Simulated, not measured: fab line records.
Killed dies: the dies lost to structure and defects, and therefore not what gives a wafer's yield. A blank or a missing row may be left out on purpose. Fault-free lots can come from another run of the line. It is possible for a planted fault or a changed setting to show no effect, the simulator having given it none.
Chamber matching ; flow n5Finfet ; N5_BEOL_M1_ALD_98 on aldSin-02: 4 sister chambers
The step deposits SiO2, target thk 2.5 nm, pulse time 1 s, co reactant pulse time 1 s. 7 wafers are shown with their chamber, then 7 later ones without.

== WAFERS, EACH WITH ITS CHAMBER ==
wafer;chamber;heaterPowerW (W);precursorPulseHeightRel
L077.2;3;67;1.006
L089.5;0;83;0.999
L091.1;3;65;0.973
L091.2;2;89;0.983
L091.3;1;73;1.037
L092.2;1;71;0.969
L092.4;2;87;0.962

== WAFERS WITHOUT THEIR CHAMBER ==
wafer;heaterPowerW (W);precursorPulseHeightRel
L092.6;83;0.998
L087.1;81;0.990
L087.2;73;1.017
L087.3;63;1.019
L097.1;86;1.011
L097.3;84;0.954
L097.6;71;1.026

== WHICH CHAMBER EACH ONE RAN IN ==
wafer;from the rows above;in truth
L092.6;0;0
L087.1;0;0
L087.2;1;1
L087.3;3;3
L097.1;can't be placed: 2 or 0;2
L097.3;can't be placed: 0 or 2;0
L097.6;1;1
Correct placement for 5 of the 7. From these rows, 2 cannot be placed; in 2 the true chamber is one of the candidates. Wrongly placed: 0.
How it was worked out, from the rows above alone: a wafer's distance from a chamber is the root of the sum, over the readings, of the square of ((its reading less the chamber's mean) divided by the reading's scatter). The wafer belongs to the nearest chamber; if the next one is less than 2 further off, it can't be placed. Each chamber's mean is taken over the wafers shown for it. The scatter: the root of (the sum of the squares of (reading less its chamber's mean) over the shown wafers, divided by (wafers less chambers)).
